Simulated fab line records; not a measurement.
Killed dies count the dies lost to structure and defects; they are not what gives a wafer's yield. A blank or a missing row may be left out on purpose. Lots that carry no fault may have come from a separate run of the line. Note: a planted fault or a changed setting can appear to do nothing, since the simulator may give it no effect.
Comparing a struck lot with a sound one -- flow nand-harc -- 18 out of 1302 route steps
Sound: the wafers L472.1, L472.3, L472.6. The struck wafers were L473.4, L473.5, L473.6. At the end, the cause is stated.
At each step with rows: each side's tool, then ch and its chambers, then its first start. Under that, the readings that differ: sound wafers -- struck wafers -- difference of the means -- sigmas: that difference in standard deviations of wafers without a fault.
alike: words and numbers the same on both sides, and readings whose means are apart by under 2 such deviations; not compared: readings that were withheld, readings missing a value for some wafer, numbers with overlapping values and no deviation given by the record, and bounds like >300 which may hide the same value.
Wherever a step has rows on one side only, a row that says differs or no value, or a row with sigmas, the two part there. Numbers that don't overlap but have no deviation are shown without sigmas and don't part them. A reading missing from all wafers of one side parts the sides only when that side holds two or more wafers.

NHARC_P_GATE_ALD_36: deposits SiNx, target thk 20 nm, pulse time 60 s, ald cycles 223.
  sound on ald-sin-01 ch 0,3, day 6 04:59; struck on ald-sin-03 ch 0,1,2, day 6 12:52
reading,sound,struck,difference,sigmas
heater-power-w (W),996 857 978,708 732 692,-233,-2
  alike: precursor-pulse-height-rel
NHARC_P_GATE_ETCHBACK_37: etches the open film in CHF3/O2, target depth 34.5 nm, time 17.2 s.
  sound: rie-diel-07 ch 0,1,2; struck: rie-diel-08 ch 0,1,3
reading,sound,struck,difference,sigmas
oes-product-au (a.u.),1.003 1.011 0.995,0.926 0.939 0.915,-0.076,-3
  alike: drypump-motor-current-A, rf-vpp-V, showerhead-plenum-p-Torr, throttle-valve-pct
  not compared: rf-hours-counter-h
NHARC_P_GATE_STRIP_101: strips in O2, time 20 s.
  sound on rie-diel-07 ch 1,2,3, day 6 16:44; struck on rie-diel-08 ch 0,1,2, day 6 19:19
  alike: drypump-motor-current-A, oes-product-au, rf-vpp-V, showerhead-plenum-p-Torr, throttle-valve-pct
  not compared: rf-hours-counter-h
then, 9 steps without rows for these wafers: NHARC_P_GATE_PRECLEAN_97 (cleans in SPM, time 600 s); NHARC_P_GATE_SRD_98; NHARC_P_GATE_PRECLEAN_99 (cleans in SC1); NHARC_P_GATE_SRD_100; NHARC_P_GATE_DEHYDRATE_38 (time 120 s); NHARC_P_GATE_HMDS_39 (time 30 s); NHARC_P_GATE_COAT_40; NHARC_P_GATE_SOFTBAKE_41 (time 95 s); NHARC_P_GATE_EBR_42.
NHARC_P_GATE_EXPOSE_43: exposes mask P NSD, target cd 720 nm.
  sound on krf-scanner-04 ch 0, day 6 17:29; struck on krf-scanner-02 ch 0, day 6 20:06
reading,sound,struck,difference,sigmas
mask,P_NSD#0 P_NSD#0 P_NSD#0,P_PSD#0 P_PSD#0 P_PSD#0,differs,
  alike: reticle-temp-C
then, 2 steps without rows for these wafers: NHARC_P_GATE_PEB_44 (peb time 85 s); NHARC_P_GATE_DEVELOP_45 (time 70 s).
NHARC_P_GATE_CD_MEAS_46: the cd target is 720 nm.
  sound on cd-sem-01 ch 0, day 6 17:38; struck on cd-sem-02 ch 0, day 6 20:15
reading,sound,struck,difference,sigmas
cd-nm (nm),721.0 725.8 718.9,- - -,no value on the struck wafers,
then, 1 step without rows for these wafers: NHARC_P_GATE_HARDBAKE_47 (time 80 s).
-- jump in the record: it breaks off in module P_GATE and resumes in module END (first step shown: number 1302 of the route), and 18 days separate the struck wafers' starts before and after --
NHARC_END_SORT_01:
  sound on prober-01 ch 0, day 25 10:44; struck on prober-01 ch 0, day 25 05:19
reading,sound,struck,difference,sigmas
hold,- - -,await-dispo/3.5h/scrap await-dispo/3.5h/scrap await-dispo/3.5h/scrap,no value on the sound wafers,
killed-at-array,65 84 87,28 37 59,-37,-2
killed-at-periphery,2 2 5,649 640 618,+633,+99 or more
killed-dies,67 86 93,677 677 677,+595,+35
  alike: killed-at-other, killed-open, killed-short

== WHERE THEY PART ==
Last at NHARC_END_SORT_01 as far as this record goes, first at NHARC_P_GATE_ALD_36.

WHY: whatever the simulator had introduced
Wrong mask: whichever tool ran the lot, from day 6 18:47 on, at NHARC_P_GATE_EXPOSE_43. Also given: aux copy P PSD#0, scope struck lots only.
